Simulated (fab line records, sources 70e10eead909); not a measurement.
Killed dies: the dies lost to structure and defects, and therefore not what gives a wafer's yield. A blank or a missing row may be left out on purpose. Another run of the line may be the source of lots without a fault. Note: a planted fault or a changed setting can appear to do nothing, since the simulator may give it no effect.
Which tool was responsible?	flow nandHarc	Sampling: 7 lots, 20 wafers, 3 of 1302 route steps

WHAT THE GAUGES READ, wafer by wafer
NHARC_A_BONDPAD_THK_MEAS_20: measures by xrf.
lot	measured	on	thkNm (nm)
L829	day 23 21:27	filmMetro-02	169.1 169.7 172.4
L831	day 24 03:23	filmMetro-01	171.8 169.4 168.4
L834	day 25 07:46	filmMetro-01	169.0 169.9 168.3
L838	day 27 17:04	filmMetro-01	168.5
L840	day 28 10:28	filmMetro-02	168.4
L847	day 32 02:28	filmMetro-01	170.8 170.1 171.4
L850	day 32 00:32	filmMetro-01	170.1 168.5 172.5

WHAT TOOL EACH LOT RAN ON (gives the tool, then ch and the chambers of the sampled wafers, and finally the start)
lot	NHARC_P_STI_HDPCVD_20	NHARC_A_BONDPAD_PVD_27
L829	hdpcvd-01 ch 0,1, day 3 18:08	pvdSputter-01, day 23 21:27 or earlier
L831	hdpcvd-01 ch 0, day 4 13:52	pvdSputter-03, day 24 03:23 or earlier
L834	hdpcvd-01 ch 0,1, day 5 18:32	pvdSputter-03, day 25 07:46 or earlier
L838	hdpcvd-01 ch 0, day 7 09:46	pvdSputter-03, day 27 17:04 or earlier
L840	hdpcvd-01 ch 0,1, day 8 06:44	pvdSputter-03, day 28 10:28 or earlier
L847	hdpcvd-01 ch 0,1, day 11 18:04	pvdSputter-01, day 32 02:28 or earlier
L850	hdpcvd-01 ch 0,1, day 12 09:32	pvdSputter-01, day 32 00:32 or earlier
- NHARC_P_STI_HDPCVD_20: deposits SiO2.
- NHARC_A_BONDPAD_PVD_27: deposits Cu, target thk 30 nm, time 20.49 s.

THE ANSWER, worked out from the rows above alone
Rule: the usual values come from the lots themselves. The widest of any qualifying gaps counts: lots, ordered by their means at a reading, are off when they make up no more than a third of the lots, leave a main group of 4 or more, and stand apart from it by 3 or more times the standard deviation of that group's means. A main group whose means are all the same, to the digits that the tables above print for the reading, isn't used. A lot without any number at a reading at which 4 lots or more have one is off too. Any other lot the step has rows for is counted as sound.
None of the lots is off at any reading shown; this tells nothing.

WHAT THE SIMULATOR PUT IN
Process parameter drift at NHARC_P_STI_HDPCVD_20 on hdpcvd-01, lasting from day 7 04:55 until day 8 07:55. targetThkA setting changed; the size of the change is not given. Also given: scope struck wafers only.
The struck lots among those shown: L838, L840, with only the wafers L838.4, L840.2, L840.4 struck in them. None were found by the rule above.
